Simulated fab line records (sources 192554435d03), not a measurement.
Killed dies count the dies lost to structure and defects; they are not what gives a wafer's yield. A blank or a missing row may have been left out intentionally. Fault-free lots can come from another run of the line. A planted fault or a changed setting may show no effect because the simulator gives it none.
Which tool did it? / flow n5-finfet / 10 lots, 30 wafers sampled, at 6 steps of a route of 1938

== WHAT THE GAUGES READ, wafer by wafer ==
No reading from a measuring or inspecting step in the record can be judged against a usual standard deviation.

== TOOL THAT RAN EACH LOT (tool first, then ch and the chambers of the sampled wafers, then the start) ==
lot=L432; N5_PMOS_HMC_CHANNEL_EPI_STRIP_33=rie-diel-05 ch 0,3, day 2 00:02; N5_PMOS_HMC_CHANNEL_EPI_ETCH_38=rie-si-05 ch 1,3, day 2 00:22; N5_FIN_SAQP_ALD_61=ald-sin-04 ch 0,1, day 2 02:53; N5_FIN_SAQP_COAT_50=litho-track-03 ch 0, day 2 03:59; N5_FIN_SAQP_ETCH_51=rie-diel-01 ch 1,2, day 2 04:29; N5_PASSIVATION_PROBE_49=-
lot=L434; N5_PMOS_HMC_CHANNEL_EPI_STRIP_33=rie-diel-02 ch 0,1, day 2 12:23; N5_PMOS_HMC_CHANNEL_EPI_ETCH_38=rie-si-06 ch 2,3, day 2 12:41; N5_FIN_SAQP_ALD_61=ald-sin-04 ch 0,1,3, day 2 15:19; N5_FIN_SAQP_COAT_50=litho-track-03 ch 0, day 2 16:13; N5_FIN_SAQP_ETCH_51=rie-diel-01 ch 0,3, day 2 16:35; N5_PASSIVATION_PROBE_49=-
lot=L435; N5_PMOS_HMC_CHANNEL_EPI_STRIP_33=rie-diel-02 ch 0,1,3, day 2 17:10; N5_PMOS_HMC_CHANNEL_EPI_ETCH_38=rie-si-05 ch 1,3, day 2 17:28; N5_FIN_SAQP_ALD_61=ald-sin-04 ch 1,2,3, day 2 19:55; N5_FIN_SAQP_COAT_50=litho-track-03 ch 0, day 2 20:48; N5_FIN_SAQP_ETCH_51=rie-diel-06 ch 0,2,3, day 2 21:16; N5_PASSIVATION_PROBE_49=prober-02, day 13 01:55
lot=L438; N5_PMOS_HMC_CHANNEL_EPI_STRIP_33=rie-diel-05 ch 1,3, day 3 11:33; N5_PMOS_HMC_CHANNEL_EPI_ETCH_38=rie-si-05 ch 0,2, day 3 11:52; N5_FIN_SAQP_ALD_61=ald-sin-03 ch 0,1,2, day 3 14:28; N5_FIN_SAQP_COAT_50=litho-track-04 ch 0, day 3 15:17; N5_FIN_SAQP_ETCH_51=rie-diel-03 ch 0,1,3, day 3 15:40; N5_PASSIVATION_PROBE_49=-
lot=L439; N5_PMOS_HMC_CHANNEL_EPI_STRIP_33=rie-diel-02 ch 0,1, day 3 17:28; N5_PMOS_HMC_CHANNEL_EPI_ETCH_38=rie-si-06 ch 0,1, day 3 18:01; N5_FIN_SAQP_ALD_61=ald-sin-03 ch 0,1,3, day 3 20:30; N5_FIN_SAQP_COAT_50=litho-track-03 ch 0, day 3 21:20; N5_FIN_SAQP_ETCH_51=rie-diel-06 ch 2,3, day 3 21:50; N5_PASSIVATION_PROBE_49=-
lot=L440; N5_PMOS_HMC_CHANNEL_EPI_STRIP_33=rie-diel-05 ch 0,2,3, day 3 23:31; N5_PMOS_HMC_CHANNEL_EPI_ETCH_38=rie-si-04 ch 1,2,3, day 4 00:04; N5_FIN_SAQP_ALD_61=ald-sin-04 ch 1,2,3, day 4 03:05; N5_FIN_SAQP_COAT_50=litho-track-04 ch 0, day 4 03:55; N5_FIN_SAQP_ETCH_51=rie-diel-01 ch 0,1,2, day 4 04:25; N5_PASSIVATION_PROBE_49=-
lot=L441; N5_PMOS_HMC_CHANNEL_EPI_STRIP_33=rie-diel-05 ch 2,3, day 4 06:07; N5_PMOS_HMC_CHANNEL_EPI_ETCH_38=rie-si-04 ch 2,3, day 4 06:40; N5_FIN_SAQP_ALD_61=ald-sin-04 ch 2,3, day 4 09:11; N5_FIN_SAQP_COAT_50=litho-track-02 ch 0, day 4 10:01; N5_FIN_SAQP_ETCH_51=rie-diel-01 ch 1,2, day 4 10:31; N5_PASSIVATION_PROBE_49=-
lot=L444; N5_PMOS_HMC_CHANNEL_EPI_STRIP_33=rie-diel-05 ch 0,1,3, day 4 23:25; N5_PMOS_HMC_CHANNEL_EPI_ETCH_38=rie-si-06 ch 2,3, day 4 23:56; N5_FIN_SAQP_ALD_61=ald-sin-01 ch 0,3, day 5 02:27; N5_FIN_SAQP_COAT_50=litho-track-02 ch 0, day 5 03:16; N5_FIN_SAQP_ETCH_51=rie-diel-06 ch 0,2, day 5 03:46; N5_PASSIVATION_PROBE_49=-
lot=L450; N5_PMOS_HMC_CHANNEL_EPI_STRIP_33=rie-diel-02 ch 0,1, day 6 11:52; N5_PMOS_HMC_CHANNEL_EPI_ETCH_38=rie-si-06 ch 2,3, day 6 12:10; N5_FIN_SAQP_ALD_61=ald-sin-04 ch 1,2,3, day 6 14:59; N5_FIN_SAQP_COAT_50=litho-track-02 ch 0, day 6 15:55; N5_FIN_SAQP_ETCH_51=rie-diel-01 ch 1,2, day 6 16:25; N5_PASSIVATION_PROBE_49=-
lot=L453; N5_PMOS_HMC_CHANNEL_EPI_STRIP_33=rie-diel-04 ch 0,2, day 7 05:47; N5_PMOS_HMC_CHANNEL_EPI_ETCH_38=rie-si-06 ch 0,1,3, day 7 06:05; N5_FIN_SAQP_ALD_61=ald-sin-04 ch 0,2,3, day 7 09:05; N5_FIN_SAQP_COAT_50=litho-track-04 ch 0, day 7 10:13; N5_FIN_SAQP_ETCH_51=rie-diel-06 ch 0,1,3, day 7 10:36; N5_PASSIVATION_PROBE_49=-
- N5_PMOS_HMC_CHANNEL_EPI_STRIP_33: strips in N2/H2.
- N5_PMOS_HMC_CHANNEL_EPI_ETCH_38: etches SiO2 in CF4, target depth 1.5 nm.
- N5_FIN_SAQP_ALD_61: deposits SiO2, target thk 4 nm, pulse time 1 s, purge time 2 s.
- N5_FIN_SAQP_COAT_50: time 60 s, resist thk 35 nm.
- N5_FIN_SAQP_ETCH_51: etches SiARC in CF4, target depth 45.5 nm, time 75.8 s.
- N5_PASSIVATION_PROBE_49

== WHAT THE TOOLS THEMSELVES READ (means of the sampled wafers that have a number; where no wafer has one, the mark that the record gives instead) ==
N5_PMOS_HMC_CHANNEL_EPI_STRIP_33.
lot=L432; tool=rie-diel-05; drypump-motor-current-A (A)=6.1; oes-product-au (a.u.)=0.88; power-w (W)=501.9; rf-vpp-V (V)=53.9; showerhead-plenum-p-Torr (Torr)=3.30; throttle-valve-pct (%)=18.5
lot=L434; tool=rie-diel-02; drypump-motor-current-A (A)=5.9; oes-product-au (a.u.)=0.81; power-w (W)=500.3; rf-vpp-V (V)=53.8; showerhead-plenum-p-Torr (Torr)=3.30; throttle-valve-pct (%)=19.3
lot=L435; tool=rie-diel-02; drypump-motor-current-A (A)=5.9; oes-product-au (a.u.)=0.79; power-w (W)=498.6; rf-vpp-V (V)=52.7; showerhead-plenum-p-Torr (Torr)=3.32; throttle-valve-pct (%)=19.2
lot=L438; tool=rie-diel-05; drypump-motor-current-A (A)=6.2; oes-product-au (a.u.)=0.79; power-w (W)=498.2; rf-vpp-V (V)=55.2; showerhead-plenum-p-Torr (Torr)=3.33; throttle-valve-pct (%)=18.5
lot=L439; tool=rie-diel-02; drypump-motor-current-A (A)=5.9; oes-product-au (a.u.)=0.78; power-w (W)=501.2; rf-vpp-V (V)=53.0; showerhead-plenum-p-Torr (Torr)=3.32; throttle-valve-pct (%)=19.2
lot=L440; tool=rie-diel-05; drypump-motor-current-A (A)=5.8; oes-product-au (a.u.)=0.82; power-w (W)=499.3; rf-vpp-V (V)=53.5; showerhead-plenum-p-Torr (Torr)=3.39; throttle-valve-pct (%)=18.7
lot=L441; tool=rie-diel-05; drypump-motor-current-A (A)=5.9; oes-product-au (a.u.)=0.79; power-w (W)=500.5; rf-vpp-V (V)=55.9; showerhead-plenum-p-Torr (Torr)=3.33; throttle-valve-pct (%)=18.4
lot=L444; tool=rie-diel-05; drypump-motor-current-A (A)=6.2; oes-product-au (a.u.)=0.80; power-w (W)=498.9; rf-vpp-V (V)=55.6; showerhead-plenum-p-Torr (Torr)=3.37; throttle-valve-pct (%)=18.8
lot=L450; tool=rie-diel-02; drypump-motor-current-A (A)=5.9; oes-product-au (a.u.)=0.76; power-w (W)=501.4; rf-vpp-V (V)=55.5; showerhead-plenum-p-Torr (Torr)=3.31; throttle-valve-pct (%)=19.3
lot=L453; tool=rie-diel-04; drypump-motor-current-A (A)=5.6; oes-product-au (a.u.)=0.74; power-w (W)=500.6; rf-vpp-V (V)=54.7; showerhead-plenum-p-Torr (Torr)=3.26; throttle-valve-pct (%)=18.7

N5_PMOS_HMC_CHANNEL_EPI_ETCH_38.
lot=L432; tool=rie-si-05; drypump-motor-current-A (A)=6.3; oes-product-au (a.u.)=0.992; throttle-valve-pct (%)=21.7
lot=L434; tool=rie-si-06; drypump-motor-current-A (A)=5.7; oes-product-au (a.u.)=1.007; throttle-valve-pct (%)=22.2
lot=L435; tool=rie-si-05; drypump-motor-current-A (A)=6.3; oes-product-au (a.u.)=0.999; throttle-valve-pct (%)=21.7
lot=L438; tool=rie-si-05; drypump-motor-current-A (A)=6.0; oes-product-au (a.u.)=1.016; throttle-valve-pct (%)=21.3
lot=L439; tool=rie-si-06; drypump-motor-current-A (A)=5.8; oes-product-au (a.u.)=1.012; throttle-valve-pct (%)=21.4
lot=L440; tool=rie-si-04; drypump-motor-current-A (A)=6.1; oes-product-au (a.u.)=0.997; throttle-valve-pct (%)=21.8
lot=L441; tool=rie-si-04; drypump-motor-current-A (A)=6.4; oes-product-au (a.u.)=0.978; throttle-valve-pct (%)=21.7
lot=L444; tool=rie-si-06; drypump-motor-current-A (A)=5.7; oes-product-au (a.u.)=0.997; throttle-valve-pct (%)=22.2
lot=L450; tool=rie-si-06; drypump-motor-current-A (A)=5.6; oes-product-au (a.u.)=0.997; throttle-valve-pct (%)=22.2
lot=L453; tool=rie-si-06; drypump-motor-current-A (A)=5.8; oes-product-au (a.u.)=1.002; throttle-valve-pct (%)=21.6

N5_FIN_SAQP_ALD_61.
lot=L432; tool=ald-sin-04; heater-power-w (W)=409; precursor-pulse-height-rel=1.000
lot=L434; tool=ald-sin-04; heater-power-w (W)=484; precursor-pulse-height-rel=1.012
lot=L435; tool=ald-sin-04; heater-power-w (W)=531; precursor-pulse-height-rel=1.004
lot=L438; tool=ald-sin-03; heater-power-w (W)=487; precursor-pulse-height-rel=0.988
lot=L439; tool=ald-sin-03; heater-power-w (W)=470; precursor-pulse-height-rel=0.997
lot=L440; tool=ald-sin-04; heater-power-w (W)=532; precursor-pulse-height-rel=1.013
lot=L441; tool=ald-sin-04; heater-power-w (W)=563; precursor-pulse-height-rel=1.014
lot=L444; tool=ald-sin-01; heater-power-w (W)=445; precursor-pulse-height-rel=0.985
lot=L450; tool=ald-sin-04; heater-power-w (W)=518; precursor-pulse-height-rel=0.988
lot=L453; tool=ald-sin-04; heater-power-w (W)=518; precursor-pulse-height-rel=0.994

N5_FIN_SAQP_COAT_50.
lot=L432; tool=litho-track-03; heater-power-total-W (W)=429.0; spin-speed-rpm (rpm)=1499.9
lot=L434; tool=litho-track-03; heater-power-total-W (W)=429.3; spin-speed-rpm (rpm)=1500.2
lot=L435; tool=litho-track-03; heater-power-total-W (W)=426.3; spin-speed-rpm (rpm)=1270.3
lot=L438; tool=litho-track-04; heater-power-total-W (W)=428.8; spin-speed-rpm (rpm)=1500.6
lot=L439; tool=litho-track-03; heater-power-total-W (W)=428.0; spin-speed-rpm (rpm)=1270.1
lot=L440; tool=litho-track-04; heater-power-total-W (W)=427.0; spin-speed-rpm (rpm)=1499.5
lot=L441; tool=litho-track-02; heater-power-total-W (W)=428.5; spin-speed-rpm (rpm)=1500.1
lot=L444; tool=litho-track-02; heater-power-total-W (W)=426.3; spin-speed-rpm (rpm)=1498.9
lot=L450; tool=litho-track-02; heater-power-total-W (W)=428.3; spin-speed-rpm (rpm)=1498.8
lot=L453; tool=litho-track-04; heater-power-total-W (W)=425.1; spin-speed-rpm (rpm)=1499.8

N5_FIN_SAQP_ETCH_51.
lot=L432; tool=rie-diel-01; drypump-motor-current-A (A)=5.5; etch-rf-on-time-s (s)=76.6; oes-product-au (a.u.)=0.64; rf-vpp-V (V)=184.5; showerhead-plenum-p-Torr (Torr)=2.17; throttle-valve-pct (%)=15.77
lot=L434; tool=rie-diel-01; drypump-motor-current-A (A)=6.2; etch-rf-on-time-s (s)=74.4; oes-product-au (a.u.)=0.77; rf-vpp-V (V)=184.9; showerhead-plenum-p-Torr (Torr)=2.23; throttle-valve-pct (%)=15.40
lot=L435; tool=rie-diel-06; drypump-motor-current-A (A)=5.0; etch-rf-on-time-s (s)=82.0; oes-product-au (a.u.)=0.71; rf-vpp-V (V)=183.4; showerhead-plenum-p-Torr (Torr)=2.13; throttle-valve-pct (%)=15.48
lot=L438; tool=rie-diel-03; drypump-motor-current-A (A)=5.6; etch-rf-on-time-s (s)=76.3; oes-product-au (a.u.)=0.64; rf-vpp-V (V)=185.3; showerhead-plenum-p-Torr (Torr)=2.17; throttle-valve-pct (%)=15.62
lot=L439; tool=rie-diel-06; drypump-motor-current-A (A)=5.0; etch-rf-on-time-s (s)=82.1; oes-product-au (a.u.)=0.74; rf-vpp-V (V)=184.5; showerhead-plenum-p-Torr (Torr)=2.09; throttle-valve-pct (%)=15.27
lot=L440; tool=rie-diel-01; drypump-motor-current-A (A)=5.5; etch-rf-on-time-s (s)=77.4; oes-product-au (a.u.)=0.64; rf-vpp-V (V)=183.8; showerhead-plenum-p-Torr (Torr)=2.17; throttle-valve-pct (%)=15.80
lot=L441; tool=rie-diel-01; drypump-motor-current-A (A)=5.5; etch-rf-on-time-s (s)=77.2; oes-product-au (a.u.)=0.62; rf-vpp-V (V)=183.6; showerhead-plenum-p-Torr (Torr)=2.17; throttle-valve-pct (%)=15.81
lot=L444; tool=rie-diel-06; drypump-motor-current-A (A)=5.1; etch-rf-on-time-s (s)=74.8; oes-product-au (a.u.)=0.69; rf-vpp-V (V)=184.3; showerhead-plenum-p-Torr (Torr)=2.12; throttle-valve-pct (%)=15.66
lot=L450; tool=rie-diel-01; drypump-motor-current-A (A)=5.3; etch-rf-on-time-s (s)=77.7; oes-product-au (a.u.)=0.65; rf-vpp-V (V)=184.1; showerhead-plenum-p-Torr (Torr)=2.20; throttle-valve-pct (%)=15.85
lot=L453; tool=rie-diel-06; drypump-motor-current-A (A)=5.1; etch-rf-on-time-s (s)=76.5; oes-product-au (a.u.)=0.67; rf-vpp-V (V)=184.6; showerhead-plenum-p-Torr (Torr)=2.15; throttle-valve-pct (%)=15.55

N5_PASSIVATION_PROBE_49.
lot=L435; tool=prober-02; defect-limited-yield (%)=91.2; killed_at_M0_to_M3=31; killed_at_M4_up=12; killed-at-contacts=10; killed-at-front-end=43; killed-at-other=7.7; killed-dies=104; killed-open=66; killed-short=38; sort_bin_5_function (%)=4.9; sort_bin_6_memory (%)=3.4; sort-n-pass=1076; sort-yield-pct (%)=91.2

== THE ANSWER, worked out from the rows above alone ==
Rule: the usual values come from the lots themselves. The widest of any qualifying gaps counts: lots, ordered by their means at a reading, are off when they make up no more than a third of the lots, leave a main group of 4 or more, and stand apart from it by 3 or more times the standard deviation of that group's means. A main group whose means are all the same, to the digits that the tables above print for the reading, isn't used. Also off: a lot with no number at a reading for which 4 or more lots have one. All remaining lots with rows at the step are treated as sound. The gauges are gone through in route order, then the tools' own readings, and for those a lot's mean is taken as printed above. At the first step where some lot is off, the reading lying furthest off is the one used; lots without a number count as furthest.
Off: L435, L439 (N5_FIN_SAQP_COAT_50, spin-speed-rpm). The main group has a mean of 1499.7 rpm with a standard deviation of 0.59.
A tool fits if, at that step or a process step before it, it ran every lot that is off, and no sound lot after the first of them. One fits: N5_FIN_SAQP_COAT_50 on litho-track-03. Its last sound lot is L434 (day 2 16:13), its first lot that is off L435 (day 2 20:48): a fault that began between those two fits.
On the lots that are off, the tool's own readings at N5_FIN_SAQP_COAT_50 differ by more than 5 times the standard deviation of the sound lots' means, which bears it out; spin-speed-rpm reads 1270.2 rpm there versus 1499.7 rpm on the sound lots.

== WHAT THE SIMULATOR PUT IN ==
Process parameters drifting: litho-track-03 at N5_FIN_SAQP_COAT_50, beginning at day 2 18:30. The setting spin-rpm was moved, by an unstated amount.
Struck lots among those shown: L435, L439. The same result came from the rule above.
